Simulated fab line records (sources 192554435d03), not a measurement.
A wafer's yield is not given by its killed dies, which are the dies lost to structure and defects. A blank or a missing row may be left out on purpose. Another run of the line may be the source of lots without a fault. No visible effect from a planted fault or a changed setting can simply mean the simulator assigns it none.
fab line records | flow n5_finfet
[record] lots = 9 wafers = 27 last_day = 14
route steps=1938 shown BEOL_M0@742 BEOL_M1@756 BEOL_M4@1111
lots that met no fault: from a run of the same line without faults
start_h: hours from the record's first day to the start of the lot's first wafer shown | wait_h: time in hours since the lot's previous step | " same as the row above | L1.1+2: a row that stands for several wafers | - no value present, or no start provided | * or withheld: withheld | < > ~ a bound
route shown NAME@n: names a module that has steps shown in the file, with the first one's number in the route | usual: the fault-free wafers' mean and standard deviation | same: alike in all rows | chamber/n: place in a boat | sites: per-site readings | _std_site: how widely they spread, as a standard deviation | _edge_site: inner sites' mean taken away from outer sites' mean | radius_mm: how far each site lies from the wafer's centre | mask NAME#n: copy n | behind: the most recent tool/chamber to have shaped the wafer | hold: why the lot was held/for how many hours/how that ended | device: whichever transistor did not switch (one of n, p or np) | end of line: tests run on the same wafers once the route is complete | a step with no rows: only its recipe | killed: not the wafer's yield, but the dies lost to structure and defects at the first sort | map: the dies of a wafer, with x for killed, . for not killed, _ for no die there
set.NAME: the run value of the setting; set.NAME@STEP: its run value at that earlier step | model.NAME: the simulator's own value behind a step, which no gauge read
route steps across a sampled set of lots; one table per step, one row per wafer
services: from which hour (start_h, from the record's first day; less than 0 if before it) a tool's chamber was out of use, for how many hours, and why
[[steps]]
[step N5_BEOL_M0_ANNEAL_119]
[recipe] temp_c = 225 time_s = 90 ambient = N2
[usual] wafer_temp_C_max = 226.3/0.31
// columns lot.wafer tool chamber start_h wait_h wafer_temp_C_max
L326.1 rtp_anneal-02 0 124.20 0.1 226.3
L326.2 " 0 " " 226.4
L326.4 " 0 " " 226.5
L329.1 rtp_anneal-02 0 142.39 0.1 225.9
L329.2 " 0 " " 225.9
L329.3 " 0 " " 225.9
L331.2 rtp_anneal-01 0 156.33 0.1 226.2
L331.5 " 0 " " 226.2
L331.6 " 0 " " 226.3
L332.1 rtp_anneal-02 0 162.12 0.1 226.1
L332.2 " 0 " " 226.2
L332.6 " 0 " " 227.4
L333.2 rtp_anneal-01 0 173.26 0.1 226.2
L333.5 " 0 " " 225.9
L333.6 " 0 " " 226.3
L334.1 rtp_anneal-02 0 176.04 0.1 226.5
L334.3 " 0 " " 226.7
L334.5 " 0 " " 226.0
L335.1 rtp_anneal-01 0 178.99 0.1 226.4
L335.3 " 0 " " 226.6
L335.6 " 0 " " 226.8
L337.2 rtp_anneal-02 0 199.58 0.1 226.5
L337.5 " 0 " " 226.1
L337.6 " 0 " " 226.2
L339.1 rtp_anneal-02 0 203.68 0.1 226.3
L339.3 " 0 " " 226.8
L339.4 " 0 " " 226.3
[step N5_BEOL_M0_CMP_120]
[recipe] stop_on = SiOC t_overpolish_s = 6.9 down_force_psi = 1 platen_rpm = 50 clearing_platen_down_force_psi = 1.5 clearing_platen_rpm = 50 post_cmp_clean = cu_alkaline clearing_platen_pad_velocity_m_s = 0.99484 pad_velocity_m_s = 0.99484
[usual] barrier_field_endpoint_s = 3.66/0.12 clearing_platen_rpm = 50.002/0.029 motor_current_A = 6.0/0.76 overpolish_run_s = 6.900/0.0085 time_to_endpoint_s = 62.1/2.5
// columns lot.wafer tool chamber start_h wait_h barrier_field_endpoint_s clearing_platen_rpm motor_current_A overpolish_run_s time_to_endpoint_s
L326.2 cmp-02 1 124.50 0.2 3.94 49.998 6.8 6.880 62.4
L326.1 " 2 " " 3.75 50.023 5.7 6.896 63.1
L326.4 " 3 " " 3.86 50.011 6.7 6.890 64.4
L329.2 cmp-02 1 142.72 0.2 3.59 50.021 6.7 6.903 63.9
L329.1 " 2 " " 3.64 49.937 5.5 6.905 66.3
L329.3 " 3 " " 3.68 49.996 6.4 6.898 63.8
L331.2 cmp-01 3 156.58 0.2 3.65 50.010 5.1 6.895 60.0
L331.6 " 3 " " 3.74 50.030 5.2 6.898 61.3
L331.5 " 0 " " 3.85 49.998 7.0 6.897 63.2
L332.2 cmp-04 0 162.45 0.2 3.76 49.976 5.7 6.912 65.1
L332.1 " 1 " " 3.66 49.999 5.1 6.892 62.0
L332.6 " 3 " " 3.70 49.996 5.6 6.917 61.2
L333.2 cmp-01 3 173.60 0.3 3.52 49.941 5.2 6.912 63.4
L333.6 " 1 " " 3.86 50.044 4.9 6.894 63.9
L333.5 " 2 " " 3.76 50.044 6.4 6.898 64.6
L334.1 cmp-02 2 176.37 0.3 3.69 50.032 5.7 6.911 59.7
L334.3 " 0 " " 3.63 50.020 5.9 6.904 61.8
L334.5 " 2 " " 3.78 50.061 5.5 6.894 60.3
L335.3 cmp-02 1 179.28 0.2 3.49 49.991 6.9 6.898 58.2
L335.1 " 3 " " 3.68 50.012 6.4 6.900 59.9
L335.6 " 2 " " 3.61 50.018 5.5 6.903 59.6
L337.2 cmp-04 0 199.95 0.3 3.70 50.003 5.5 6.908 66.0
L337.6 " 1 " " 3.60 49.987 4.9 6.909 64.4
L337.5 " 2 " " 3.75 50.013 6.9 6.908 62.4
L339.4 cmp-01 1 203.99 0.1 3.61 49.945 4.8 6.891 66.1
L339.3 " 3 " " 3.54 49.984 4.9 6.902 64.2
L339.1 " 0 " " 3.58 49.974 7.5 6.924 61.6
[step N5_BEOL_M0_RS_MEAS_126]
[recipe] thk_meas_gauge = four-point-probe reads = Co_of_BEOL_M0_CO_CAP_123+Cu_of_BEOL_M0_ECD_118+Co_of_BEOL_M0_CVD_115+TaN_of_BEOL_M0_ALD_136
[usual] M0_RS = 0.532/0.02
// columns lot.wafer tool chamber start_h wait_h M0_RS[ohm/sq]
L326.1 film_metro-02 - 125.11 0.0 0.562
L326.2 " - " " 0.557
L326.4 " - " " 0.525
L329.1 film_metro-02 - 143.24 0.0 0.500
L329.2 " - " " 0.513
L329.3 " - " " 0.498
L331.2 film_metro-02 - 157.14 0.1 0.534
L331.5 " - " " 0.529
L331.6 " - " " 0.517
L332.1 film_metro-01 - 162.97 0.0 0.517
L332.2 " - " " 0.530
L332.6 " - " " 0.535
L333.2 film_metro-01 - 174.09 0.1 0.527
L333.5 " - " " 0.540
L333.6 " - " " 0.519
L334.1 film_metro-02 - 176.89 0.0 0.528
L334.3 " - " " 0.545
L334.5 " - " " 0.523
L335.1 film_metro-02 - 179.84 0.0 0.567
L335.3 " - " " 0.570
L335.6 " - " " 0.535
L337.2 film_metro-01 - 200.39 0.1 0.522
L337.5 " - " " 0.517
L337.6 " - " " 0.523
L339.1 film_metro-02 - 204.58 0.1 0.565
L339.3 " - " " 0.551
L339.4 " - " " 0.535
[step N5_BEOL_M1_COAT_62]
[recipe] resist = SiARC temp_c = 220 time_s = 60 spin_rpm = 1500 resist_thk_nm = 12
[usual] spin_speed_rpm = 1499.9/0.96
// columns lot.wafer tool chamber start_h wait_h spin_speed_rpm
L326.1 litho_track-02 0 126.23 - 1500.0
L326.2 " 0 " " 1498.6
L326.4 " 0 " " 1499.8
L329.1 litho_track-01 0 144.08 - 1500.6
L329.2 " 0 " " 1500.4
L329.3 " 0 " " 1501.7
L331.2 litho_track-02 0 160.51 - 1500.7
L331.5 " 0 " " 1500.0
L331.6 " 0 " " 1497.8
L332.1 litho_track-04 0 164.21 - 1500.3
L332.2 " 0 " " 1499.4
L332.6 " 0 " " 1498.8
L333.2 litho_track-04 0 176.28 - 1500.8
L333.5 " 0 " " 1500.9
L333.6 " 0 " " 1500.6
L334.1 litho_track-04 0 177.67 - 1498.9
L334.3 " 0 " " 1499.9
L334.5 " 0 " " 1499.7
L335.1 litho_track-01 0 182.68 - 1499.0
L335.3 " 0 " " 1500.3
L335.6 " 0 " " 1498.8
L337.2 litho_track-01 0 200.99 - 1625.1
L337.5 " 0 " " 1624.9
L337.6 " 0 " " 1625.2
L339.1 litho_track-01 0 207.00 - 1626.1
L339.3 " 0 " " 1624.6
L339.4 " 0 " " 1625.4
[step N5_BEOL_M1_ETCH_63]
[recipe] chemistry = CF4 target = SiARC target_depth_a = 156 mask_material = CAR-EUV time_s = 26 ion_energy_ev = 80 pressure_mtorr = 40 source_w = 545 bias_w = 36 Ar_flow_sccm = 100 cf4_flow_sccm = 100 ends = cleared
[usual] drypump_motor_current_A = 5.5/0.47 etch_rf_on_time_s = 26.0/0.36 oes_product_au = 0.66/0.075 rf_vpp_V = 184.0/1.2 showerhead_plenum_p_Torr = 2.14/0.067 throttle_valve_pct = 15.61/0.25
// columns lot.wafer tool chamber start_h wait_h drypump_motor_current_A etch_rf_on_time_s oes_product_au rf_hours_counter_h rf_vpp_V showerhead_plenum_p_Torr throttle_valve_pct
L326.1 rie_diel-02 1 126.96 0.0 5.4 25.8 0.77 17 185.2 2.18 15.24
L326.2 " 2 " " 5.2 25.7 0.67 147 184.0 2.14 15.70
L326.4 " 3 " " 5.8 25.8 0.64 159 185.0 2.23 15.66
L329.1 rie_diel-03 0 144.64 0.0 5.6 26.0 0.70 85 183.4 2.16 15.44
L329.2 " 3 " " 5.4 26.3 0.61 183 182.6 2.13 15.62
L329.3 " 2 " " 4.9 26.5 0.58 250 184.4 2.20 15.92
L331.2 rie_diel-05 2 161.06 0.0 6.4 26.2 0.60 211 183.1 2.04 15.92
L331.5 " 1 " " 5.0 26.1 0.62 - 184.2 2.20 15.50
L331.6 " 0 " " 6.4 26.2 0.59 - 183.4 2.12 16.00
L332.1 rie_diel-03 1 164.77 0.0 5.4 25.6 0.70 101 184.7 2.16 15.44
L332.2 " 0 " " 5.5 25.8 0.70 92 186.4 2.15 15.45
L332.6 " 2 " " 4.8 25.4 0.85 - 186.0 2.20 15.44
L333.2 rie_diel-03 2 176.91 0.0 4.8 25.4 0.83 5 184.4 2.20 15.45
L333.5 " 0 " " 5.5 25.7 0.70 - 184.2 2.15 15.46
L333.6 " 3 " " 5.3 26.1 0.60 - 184.3 2.13 15.64
L334.1 rie_diel-03 2 178.23 0.0 4.9 25.4 0.83 6 184.8 2.19 15.45
L334.3 " 0 " " 5.6 25.6 0.70 96 184.3 2.15 15.46
L334.5 " 0 " " 5.5 25.6 0.70 - 186.1 2.15 15.45
L335.1 rie_diel-05 1 183.12 0.0 5.0 26.5 0.62 206 185.6 2.20 15.52
L335.3 " 2 " " 6.4 25.9 0.59 217 182.3 2.04 15.93
L335.6 " 2 " " 6.4 26.2 0.60 - 182.7 2.04 15.92
L337.2 rie_diel-02 1 201.55 0.0 5.4 24.9 0.73 42 183.7 2.17 15.29
L337.5 " 3 " " 5.8 25.1 0.62 - 183.2 2.22 15.71
L337.6 " 2 " " 5.1 24.7 0.65 - 184.6 2.13 15.73
L339.1 rie_diel-02 1 207.71 0.0 5.4 25.1 0.72 43 183.4 2.17 15.30
L339.3 " 3 " " 5.8 25.3 0.62 181 185.0 2.22 15.70
L339.4 " 0 " " 5.9 25.1 0.76 37 186.3 2.26 15.11
[step N5_BEOL_M4_RC_MEAS_101]
[usual] DIBL_N = 36.4/1.5 DIBL_P = 36.6/1.9 IOFF_N = 0.155/0.021 IOFF_P = 0.211/0.028 ION_N = 671/8.6 ION_P = 462/5.8 SS_N = 71.5/0.5 SS_P = 73.4/0.58 VT_N = 250.1/2.4 VT_P = -250.1/3
// columns lot.wafer tool chamber start_h wait_h DIBL_N[mV/V] DIBL_P[mV/V] IOFF_N[nA/um] IOFF_P[nA/um] ION_N[uA/um] ION_P[uA/um] SS_N[mV/dec] SS_P[mV/dec] VT_N[mV] VT_P[mV]
L326.1 prober-01 0 176.48 0.0 35.7 35.7 0.152 0.207 677 464 71.3 73.3 249.9 -250.3
L326.2 " 0 " " 36.7 36.6 0.157 0.215 676 468 71.8 73.8 249.4 -251.7
L326.4 " 0 " " 35.8 35.5 0.149 0.198 664 460 71.7 74.5 251.1 -249.5
L329.1 prober-02 0 186.99 0.0 35.9 35.7 0.146 0.173 668 450 71.1 73.6 250.3 -254.6
L329.2 " 0 " " 34.8 34.6 0.130 0.158 665 448 70.9 73.4 251.9 -256.9
L329.3 " 0 " " 36.2 35.7 0.145 0.171 664 456 70.9 73.4 248.6 -255.1
L331.2 prober-02 0 207.85 0.2 36.5 36.7 0.155 0.208 673 460 71.6 73.4 250.9 -250.0
L331.5 " 0 " " 34.8 33.9 0.126 0.179 664 459 71.2 72.0 250.4 -253.1
L331.6 " 0 " " 36.1 36.1 0.144 0.205 669 462 71.3 73.7 252.1 -252.4
L332.1 prober-01 0 208.23 0.0 37.1 38.8 0.171 0.237 675 466 72.0 73.4 248.3 -246.5
L332.2 " 0 " " 36.5 37.6 0.168 0.222 674 463 71.3 73.5 247.9 -247.4
L332.6 " 0 " " 36.7 38.3 0.163 0.237 675 464 71.5 73.5 249.0 -246.5
L333.2 prober-01 0 214.80 0.2 35.8 36.1 0.159 0.205 677 461 71.3 73.3 249.3 -251.5
L333.5 " 0 " " 37.2 38.0 0.187 0.236 683 462 71.7 73.5 245.6 -248.7
L333.6 " 0 " " 34.7 35.6 0.134 0.195 658 456 70.5 73.3 251.4 -252.2
L334.1 prober-02 0 224.30 0.0 37.3 36.8 0.157 0.208 676 460 71.5 73.1 250.6 -246.9
L334.3 " 0 " " 36.9 34.5 0.142 0.175 670 454 71.5 72.3 249.8 -251.8
L334.5 " 0 " " 38.4 37.2 0.170 0.222 679 466 71.0 73.1 250.6 -248.8
L335.1 prober-02 0 230.69 0.0 35.1 37.2 0.155 0.237 672 468 71.5 73.1 249.5 -246.7
L335.3 " 0 " " 34.4 36.2 0.144 0.221 669 458 71.2 73.0 250.6 -246.5
L335.6 " 0 " " 33.7 35.3 0.133 0.204 662 461 71.7 72.8 252.6 -252.6
L337.2 prober-01 0 236.81 0.2 34.5 32.8 0.128 0.193 666 461 70.5 73.8 250.2 -249.4
L337.5 " 0 " " 38.3 37.4 0.196 0.279 681 475 71.3 73.9 242.4 -240.7
L337.6 " 0 " " 37.3 35.7 0.183 0.255 686 479 72.2 73.6 245.2 -242.6
L339.1 prober-02 0 244.49 0.0 36.9 36.7 0.175 0.236 675 459 70.7 73.8 246.6 -248.5
L339.3 " 0 " " 36.0 35.0 0.158 0.202 670 460 71.4 73.5 248.5 -249.7
L339.4 " 0 " " 34.8 33.6 0.136 0.183 655 455 71.3 72.8 252.5 -252.3
[[services]]
// columns tool chamber start_h hours kind
cmp-04 - 103.67 1.1 repair
rie_diel-02 1 110.06 6.0 repair
cmp-04 - 111.69 1.2 repair
cmp-01 - 113.35 4.6 pm
cmp-02 - 113.67 4.0 pm
cmp-02 - 117.67 - consumable_replace:conditioner
cmp-02 - 117.67 - consumable_replace:pad
cmp-02 - 118.87 0.6 repair
litho_track-04 - 122.55 - consumable_replace:filter
cmp-01 - 128.92 2.1 repair
rie_diel-03 - 130.92 0.7 repair
rie_diel-02 - 140.34 0.4 repair
rie_diel-03 2 145.58 - clean
rie_diel-03 2 145.58 - consumable_replace:focus_ring
rie_diel-03 2 145.58 13.5 scheduled_down
rie_diel-03 2 145.58 13.5 vent_cycle
rie_diel-03 1 149.89 4.6 repair
cmp-01 - 153.57 2.0 repair
cmp-02 - 195.41 0.5 repair
[[key]]
[first_sign] step = N5_BEOL_M1_COAT_62 reading = spin_speed_rpm direction = up sigmas = 99+ usual = * struck = *
[effect] step = N5_BEOL_M1_ETCH_63 reading = etch_rf_on_time_s direction = down sigmas = 2.6 usual = * struck = *
met_at N5_BEOL_M1_COAT_62
struck_lots L337,L339
not_acting_at N5_BEOL_M0_ANNEAL_119,N5_BEOL_M0_CMP_120,N5_BEOL_M0_RS_MEAS_126
onset_between 182.68 200.99
[fault] kind = process_parameter_drift tool = litho_track-01 chamber = - onset_h = 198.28 steps = N5_BEOL_M1_COAT_62 channel = spin_rpm offset = * shape = step end_h = 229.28 acts_in = * stated = *
